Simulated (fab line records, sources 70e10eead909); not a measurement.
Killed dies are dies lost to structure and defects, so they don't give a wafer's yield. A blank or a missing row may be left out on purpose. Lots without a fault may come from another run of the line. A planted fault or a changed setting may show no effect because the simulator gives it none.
A struck lot beside a sound one | flow nand_harc | 15 steps out of a route of 1159
Sound: wafers L104.2, L104.3, L104.4. Struck: wafers L108.1, L108.3, L108.6. The cause comes at the end.
At each step with rows: each side's tool, then ch and its chambers, then its first start. Under that, the readings that differ: sound wafers | struck wafers | difference of the means | sigmas: that difference in standard deviations of wafers without a fault.
alike: readings whose means differ by less than 2 such deviations, and words and numbers that are the same on both sides. not compared: withheld readings, readings that some wafer has no value for, bounds like >300 that may hide the same value, and numbers for which the record gives no deviation and whose values overlap.
The two part at a step that has a row with sigmas, a row that says differs or no value, or rows on one side only. Numbers that don't overlap but have no deviation are shown without sigmas and don't part them. A reading that every wafer of one side lacks parts them only if that side has two wafers or more.

first, 8 steps without rows for these wafers: NHARC_P_GATE_DEHYDRATE_03 (time 120 s); NHARC_P_GATE_HMDS_04 (time 30 s); NHARC_P_GATE_COAT_05; NHARC_P_GATE_SOFTBAKE_06 (time 95 s); NHARC_P_GATE_EBR_07; NHARC_P_GATE_EXPOSE_08 (exposes mask P HV); NHARC_P_GATE_PEB_09 (peb time 85 s); NHARC_P_GATE_DEVELOP_10 (time 70 s).
NHARC_P_GATE_CD_MEAS_11: target cd 1640 nm.
  sound on cd_sem-02 ch 0, day 5 07:37; struck on cd_sem-03 ch 0, day 6 22:09
  alike: cd_nm
then, 1 step without rows for these wafers: NHARC_P_GATE_HARDBAKE_12 (time 80 s).
NHARC_P_GATE_DESCUM_13: chemistry O2, time 3 s.
  sound on rie_diel-07 ch 0,2,3, day 5 07:47; struck on rie_diel-07 ch 0,2, day 6 22:20
  alike: drypump_motor_current_A, oes_product_au, rf_vpp_V, showerhead_plenum_p_Torr, throttle_valve_pct
  not compared: rf_hours_counter_h
then, 1 step without rows for these wafers: NHARC_P_GATE_ETCH_14 (etches SiO2 in dHF, target depth 48.8 nm).
NHARC_P_GATE_STRIP_15: strips in SPM, time 780 s.
  sound on wet_bench-06 ch 1,5,6, day 5 07:56; struck on wet_bench-09 ch 2,3,5, day 6 22:31
  no value came back on the struck wafers for bath_guard_temp_C (C), bath_heat_duty_pct (%); on the sound wafers bath_guard_temp_C (C) reads 131.5 130.7 130.0
then, 1 step without rows for these wafers: NHARC_P_GATE_PRECLEAN_71 (cleans in SC1).
-- the record jumps here: 15 days lie between the struck wafers' starts before and after (it left off in module P_GATE and takes up again in module END, whose first step shown is number 1159 of the route) --
NHARC_END_SORT_01:
  sound on prober-01 ch 0, day 21 01:47; struck on prober-01 ch 0, day 22 00:20
  reading             | sound    | struck                                                               | difference                   | sigmas
  hold                | - - -    | await_dispo/1.6h/scrap await_dispo/1.6h/scrap await_dispo/1.6h/scrap | no value on the sound wafers |
  killed_at_periphery | 3 3 2    | 660 668 661                                                          | +660                         | +99 or more
  killed_dies         | 27 23 36 | 677 677 677                                                          | +648                         | +65
  killed_open         | 7 7 5    | 1 2 5                                                                | -4                           | -2
  alike: killed_at_array, killed_at_other, killed_short

WHERE THEY PART
First at NHARC_P_GATE_STRIP_15; last, within this record, at NHARC_END_SORT_01.

WHY: what the simulator had put in
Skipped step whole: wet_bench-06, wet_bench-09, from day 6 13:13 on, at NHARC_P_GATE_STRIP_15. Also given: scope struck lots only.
